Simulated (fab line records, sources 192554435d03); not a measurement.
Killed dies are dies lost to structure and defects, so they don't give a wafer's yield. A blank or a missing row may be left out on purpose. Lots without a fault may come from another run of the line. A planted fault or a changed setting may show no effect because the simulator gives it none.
fab line records | flow n5_finfet | part 2 of 2: steps 5 to 6 of 6
record lots=21 wafers=63 last_day=20
route steps=1938 shown MOL_CONTACT_COAG@609 BEOL_M0_SAQP@633
lots that met no fault: from a run of the same line without faults
start_h: hours from the record's first day to the start of the lot's first wafer shown | wait_h: hours since the lot's step before | " the same as in the row above | L1.1+2: a row that stands for several wafers | - no value, or no start given | * or withheld: withheld | < > ~ a bound
route shown NAME@n: a module of which the file shows steps, and the number in the route of the first | usual: mean/standard deviation of fault-free wafers | same: alike in all rows | chamber/n: place in a boat | sites: the reading at each site | _std_site: their standard deviation | _edge_site: outer sites' mean less inner sites' | radius_mm: how far each site lies from the wafer's centre | mask NAME#n: copy n | behind: the tool/chamber that last shaped the wafer | hold: why the lot was held/for how many hours/how that ended | device: the transistor (n, p or np) that didn't switch | end of line: the same wafers' tests at the end of the route | a step without rows: its recipe alone | killed: dies lost to structure and defects at the first sort, not the wafer's yield | map: a wafer's dies, x killed, . not, _ none there
set.NAME: the setting as run; set.NAME@STEP: as run at that earlier step | model.NAME: the simulator's own value behind a step, which no gauge read
steps of the route over a sample of lots; a table a step, a row a wafer
services: from which hour (start_h, from the record's first day; less than 0 if before it) a tool's chamber was out of use, for how many hours, and why
## steps
# step N5_BEOL_M0_SAQP_MANDREL1_REMOVE_100
# recipe chemistry=HBr/Cl2/O2 bt_time_s=10 target=a-Si stop_on=SiNx endpoint=OES-SiCl over_etch_frac=0.85 icp_w=600 bias_w=30 HBr_flow_sccm=150 Cl2_flow_sccm=80 O2_flow_sccm=5 pressure_mtorr=10
# usual O2_flow_sccm=5.000/0.015 drypump_motor_current_A=5.7/0.47 oes_product_au=0.992/0.022 throttle_valve_pct=36.6/0.32
# same over_etch_frac=0.85
# columns lot.wafer tool chamber start_h wait_h O2_flow_sccm drypump_motor_current_A oes_product_au rf_hours_counter_h throttle_valve_pct
L074.4 rie_si-01 0 110.65 0.1 5.010 5.8 0.988 - 36.6
L074.5 " 3 " " 4.970 6.1 0.960 - 36.3
L074.6 " 2 " " 4.980 5.7 0.988 - 36.3
L075.2 rie_si-06 3 115.56 0.1 5.004 5.0 0.982 181 37.0
L075.4 " 0 " " 4.994 5.5 1.006 1 36.8
L075.6 " 1 " " 5.012 6.0 0.962 - 36.9
L076.1 rie_si-06 3 121.25 0.1 4.993 5.1 0.974 181 37.0
L076.2 " 0 " " 5.009 5.6 0.994 1 36.8
L076.5 " 3 " " 4.991 5.1 0.974 - 37.0
L078.2 rie_si-04 3 130.90 0.1 5.007 6.4 1.006 176 36.0
L078.4 " 1 " " 5.025 6.0 1.014 4 36.5
L078.5 " 1 " " 4.989 6.0 1.013 - 36.5
L079.1 rie_si-06 2 139.13 0.1 5.020 4.9 1.009 48 36.5
L079.2 " 3 " " 5.011 5.0 0.975 181 37.0
L079.6 " 3 " " 5.011 5.1 0.966 - 37.0
L080.1 rie_si-06 3 148.44 0.1 5.015 5.1 0.970 181 37.0
L080.3 " 1 " " 4.999 6.0 0.958 154 36.9
L080.6 " 1 " " 5.023 6.0 0.954 - 36.9
L081.3 rie_si-06 3 152.07 0.1 5.020 5.1 0.979 182 37.0
L081.4 " 2 " " 4.993 4.9 1.007 48 36.5
L081.5 " 2 " " 5.012 4.9 0.997 - 36.6
L082.2 rie_si-01 1 156.14 0.1 5.001 5.4 0.981 114 36.6
L082.3 " 3 " " 4.992 6.1 0.972 122 36.3
L082.5 " 0 " " 4.988 5.8 0.964 - 36.6
L083.1 rie_si-04 0 166.17 0.1 5.011 6.0 1.026 158 36.9
L083.5 " 0 " " 5.006 6.1 1.022 - 36.9
L083.6 " 3 " " 5.008 6.4 1.014 - 36.0
L084.1 rie_si-04 1 167.00 0.1 4.995 6.0 1.022 4 36.5
L084.3 " 0 " " 4.981 6.1 1.023 158 36.9
L084.6 " 2 " " 4.987 5.4 0.976 - 36.1
L085.1 rie_si-04 1 174.74 0.1 5.007 6.0 1.002 4 36.5
L085.2 " 3 " " 5.018 6.5 1.016 177 36.0
L085.6 " 2 " " 5.020 5.4 0.983 - 36.1
L086.3 rie_si-04 1 184.74 0.1 5.007 6.0 1.008 4 36.5
L086.4 " 3 " " 4.996 6.5 1.022 177 36.0
L086.5 " 0 " " 5.004 6.0 1.022 - 36.9
L088.1 rie_si-06 2 198.50 0.1 4.977 4.9 1.021 49 36.6
L088.2 " 3 " " 4.979 5.0 0.984 182 37.0
L088.5 " 3 " " 4.970 5.1 0.974 - 37.0
L089.1 rie_si-04 3 198.89 0.1 5.013 6.5 1.016 177 36.0
L089.3 " 1 " " 4.988 6.0 1.018 5 36.5
L089.4 " 0 " " 5.013 6.0 1.024 158 36.9
L090.2 rie_si-04 1 204.79 0.1 5.000 6.0 1.006 5 36.5
L090.3 " 3 " " 4.993 6.4 1.013 178 36.0
L090.4 " 0 " " 5.024 6.1 1.026 158 36.9
L092.2 rie_si-06 2 216.87 0.1 5.007 4.9 1.013 49 36.5
L092.5 " 1 " " 4.996 6.0 0.957 - 36.9
L092.6 " 0 " " 5.007 5.6 0.995 - 36.8
L093.1 rie_si-06 2 221.08 0.1 5.027 4.9 1.026 50 36.6
L093.4 " 3 " " 4.990 5.0 0.983 183 37.0
L093.5 " 3 " " 5.000 5.0 0.973 - 37.0
L094.1 rie_si-04 2 224.71 0.1 4.992 5.4 0.979 168 36.1
L094.5 " 3 " " 4.992 6.5 1.010 - 36.0
L094.6 " 0 " " 5.007 6.1 1.023 - 36.9
L095.2 rie_si-01 2 236.02 0.1 5.021 5.7 0.996 58 36.3
L095.3 " 1 " " 4.980 5.4 0.990 115 36.6
L095.5 " 3 " " 4.992 6.1 0.963 - 36.3
L096.1 rie_si-04 0 246.33 0.1 5.010 6.1 1.033 159 36.9
L096.3 " 3 " " 5.008 6.4 1.015 178 36.0
L096.5 " 0 " " 5.002 6.1 1.020 - 36.9
L097.1 rie_si-06 3 250.01 0.1 4.992 5.1 0.972 183 37.0
L097.2 " 2 " " 5.015 4.9 1.005 50 36.5
L097.3 " 0 " " 4.982 5.6 0.998 4 36.8
# step N5_BEOL_M0_SAQP_ETCH_88
# recipe chemistry=N2/H2 target=underlayer target_depth_a=65 time_s=5.2 ion_energy_ev=200 mask_material=CAR-EUV pressure_mtorr=30 source_w=840 bias_w=150 n2_flow_sccm=200 h2_flow_sccm=200 ends=cleared
# usual drypump_motor_current_A=5.7/0.49 etch_rf_on_time_s=5.17/0.12 n2_flow_sccm=200.0/0.63 oes_product_au=0.68/0.059 rf_vpp_V=523.6/2.7 showerhead_plenum_p_Torr=2.54/0.082 throttle_valve_pct=17.74/0.22
# columns lot.wafer tool chamber start_h wait_h drypump_motor_current_A etch_rf_on_time_s n2_flow_sccm oes_product_au rf_hours_counter_h rf_vpp_V showerhead_plenum_p_Torr throttle_valve_pct
L074.4 rie_diel-03 1 113.10 0.0 5.4 4.99 200.1 0.80 17 520.4 2.47 17.36
L074.5 " 2 " " 6.1 5.05 200.4 0.66 - 520.6 2.44 17.48
L074.6 " 3 " " 5.1 5.38 201.2 0.71 - 528.5 2.68 17.81
L075.2 rie_diel-05 0 118.18 0.0 5.6 5.30 201.6 0.62 186 525.6 2.52 17.96
L075.4 " 2 " " 4.9 5.14 199.6 0.77 28 527.5 2.60 17.53
L075.6 " 3 " " 6.1 5.17 200.6 0.67 - 524.2 2.56 17.87
L076.1 rie_diel-06 0 123.83 0.0 5.9 5.12 200.2 0.66 145 525.4 2.66 17.66
L076.2 " 3 " " 5.7 5.37 200.5 0.64 138 527.5 2.64 17.71
L076.5 " 2 " " 6.0 5.21 200.5 0.67 - 526.0 2.57 18.12
L078.2 rie_diel-05 2 133.60 0.0 4.8 5.18 199.5 0.76 33 526.1 2.59 17.56
L078.4 " 3 " " 6.1 5.20 200.5 0.67 132 522.7 2.56 17.88
L078.5 " 2 " " 4.9 5.19 200.3 0.77 - 523.6 2.59 17.51
L079.1 rie_diel-03 1 141.64 0.0 5.4 5.00 199.4 0.78 26 522.7 2.47 17.38
L079.2 " 3 " " 5.1 5.40 200.5 0.70 77 528.0 2.68 17.83
L079.6 " 2 " " 6.2 5.02 199.6 0.66 - 520.7 2.44 17.50
L080.1 rie_diel-05 0 151.14 0.0 5.6 5.38 200.3 0.61 194 522.6 2.52 17.97
L080.3 " 2 " " 4.9 5.26 199.8 0.75 38 526.0 2.59 17.56
L080.6 " 2 " " 4.8 5.20 200.6 0.76 - 525.6 2.59 17.53
L081.3 rie_diel-05 3 154.83 0.0 6.1 5.14 199.2 0.66 139 522.3 2.56 17.91
L081.4 " 2 " " 4.8 5.10 199.7 0.76 - 526.1 2.59 17.54
L081.5 " 3 " " 6.1 5.20 199.9 0.67 - 522.8 2.56 17.91
L082.2 rie_diel-05 3 158.60 0.0 6.1 5.21 199.3 0.67 140 524.2 2.56 17.89
L082.3 " 0 " " 5.6 5.30 199.8 0.61 197 522.9 2.52 17.96
L082.5 " 2 " " 4.9 5.12 199.3 0.75 - 526.8 2.59 17.54
L083.1 rie_diel-05 1 169.14 0.0 6.5 5.13 199.5 0.82 0 524.6 2.49 17.62
L083.5 " 2 " " 4.9 5.10 200.8 0.76 - 525.1 2.59 17.59
L083.6 " 1 " " 6.5 5.16 199.8 0.84 - 523.5 2.49 17.59
L084.1 rie_diel-05 1 169.50 0.0 6.5 5.18 200.8 0.83 0 524.5 2.49 17.61
L084.3 " 0 " " 5.6 5.29 199.8 0.60 203 521.3 2.52 17.94
L084.6 " 2 " " 4.8 5.19 199.5 0.74 - 524.2 2.59 17.56
L085.1 rie_diel-03 0 179.12 0.0 5.4 5.12 198.9 0.64 164 522.1 2.54 17.68
L085.2 " 2 " " 6.1 5.04 199.8 0.64 165 521.7 2.44 17.53
L085.6 " 2 " " 6.1 5.06 199.3 0.66 - 522.3 2.44 17.52
L086.3 rie_diel-06 3 187.48 0.0 5.7 5.27 200.2 0.63 160 528.6 2.63 17.74
L086.4 " 1 " " 5.5 5.03 200.3 0.70 122 520.1 2.36 18.13
L086.5 " 3 " " 5.7 5.27 199.9 0.63 - 526.2 2.63 17.75
L088.1 rie_diel-03 2 201.72 0.0 6.1 5.06 199.4 0.64 173 521.3 2.43 17.53
L088.2 " 3 " " 5.1 5.43 199.7 0.69 95 528.0 2.67 17.87
L088.5 " 2 " " 6.1 5.06 199.9 0.65 - 519.8 2.43 17.53
L089.1 rie_diel-06 1 202.13 0.0 5.5 5.02 199.4 0.69 125 516.0 2.36 18.11
L089.3 " 2 " " 6.0 5.22 200.0 0.65 116 526.4 2.56 18.15
L089.4 " 3 " " 5.7 5.26 201.8 0.63 163 527.1 2.63 17.76
L090.2 rie_diel-03 2 207.36 0.0 6.1 5.06 200.7 0.64 175 520.6 2.43 17.52
L090.3 " 1 " " 5.4 4.99 201.1 0.75 48 521.0 2.46 17.41
L090.4 " 3 " " 5.1 5.37 199.7 0.68 97 524.9 2.67 17.86
L092.2 rie_diel-06 2 219.46 0.0 6.1 5.32 199.9 0.65 122 524.2 2.56 18.18
L092.5 " 3 " " 5.7 5.33 199.3 0.62 - 526.8 2.63 17.79
L092.6 " 0 " " 5.9 5.13 199.3 0.64 - 525.4 2.65 17.71
L093.1 rie_diel-05 2 223.62 0.0 4.9 5.24 199.7 0.72 62 525.5 2.58 17.59
L093.4 " 1 " " 6.5 5.18 200.2 0.77 16 521.7 2.49 17.65
L093.5 " 2 " " 4.9 5.26 199.9 0.72 - 525.9 2.58 17.60
L094.1 rie_diel-05 0 227.05 0.0 5.6 5.36 199.7 0.59 219 521.1 2.51 17.98
L094.5 " 3 " " 6.1 5.19 200.1 0.64 - 525.2 2.55 17.95
L094.6 " 0 " " 5.6 5.37 200.9 0.60 - 524.2 2.51 17.99
L095.2 rie_diel-05 1 238.54 0.0 6.5 5.17 199.7 0.76 22 522.6 2.48 17.66
L095.3 " 2 " " 4.9 5.14 198.7 0.72 67 524.7 2.58 17.58
L095.5 " 2 " " 4.9 5.15 199.0 0.72 - 523.8 2.58 17.61
L096.1 rie_diel-03 1 249.41 0.0 5.4 5.01 199.6 0.72 61 522.0 2.46 17.43
L096.3 " 3 " " 5.1 5.37 200.2 0.68 111 527.8 2.67 17.89
L096.5 " 2 " " 6.1 5.09 200.0 0.63 - 520.1 2.43 17.55
L097.1 rie_diel-03 1 253.59 0.0 5.4 5.03 200.2 0.73 62 521.6 2.46 17.42
L097.2 " 0 " " 5.5 5.17 199.9 0.63 188 522.7 2.53 17.75
L097.3 " 2 " " 6.1 5.07 199.4 0.63 188 521.5 2.43 17.54
## services
# columns tool chamber start_h hours kind
pecvd-03 0 76.39 16.1 repair
rie_diel-01 - 76.56 0.6 repair
rie_si-06 1 81.23 2.9 repair
rie_diel-03 2 102.53 7.6 repair
rie_si-01 1 107.74 7.3 repair
rie_diel-04 1 107.92 4.6 repair
rie_si-04 2 121.91 6.5 repair
pecvd-01 - 124.76 0.7 repair
pecvd-03 - 127.47 1.0 repair
pecvd-01 0 130.28 5.4 repair
rie_diel-05 1 134.88 12.3 repair
pecvd-04 - 134.90 3.0 repair
plasma_asher-01 - 138.79 1.2 repair
rie_si-01 2 139.71 5.5 repair
rie_diel-04 2 158.20 4.0 repair
rie_si-01 - 160.32 2.8 pm
rie_diel-04 1 175.91 66.9 repair
rie_diel-05 0 192.21 5.8 repair
rie_diel-05 - 195.70 0.7 repair
rie_si-01 - 196.42 0.2 repair
pecvd-03 - 196.68 14.6 pm
rie_diel-01 - 218.42 14.6 pm
rie_diel-03 2 225.59 2.0 repair
rie_diel-05 0 241.22 3.8 repair
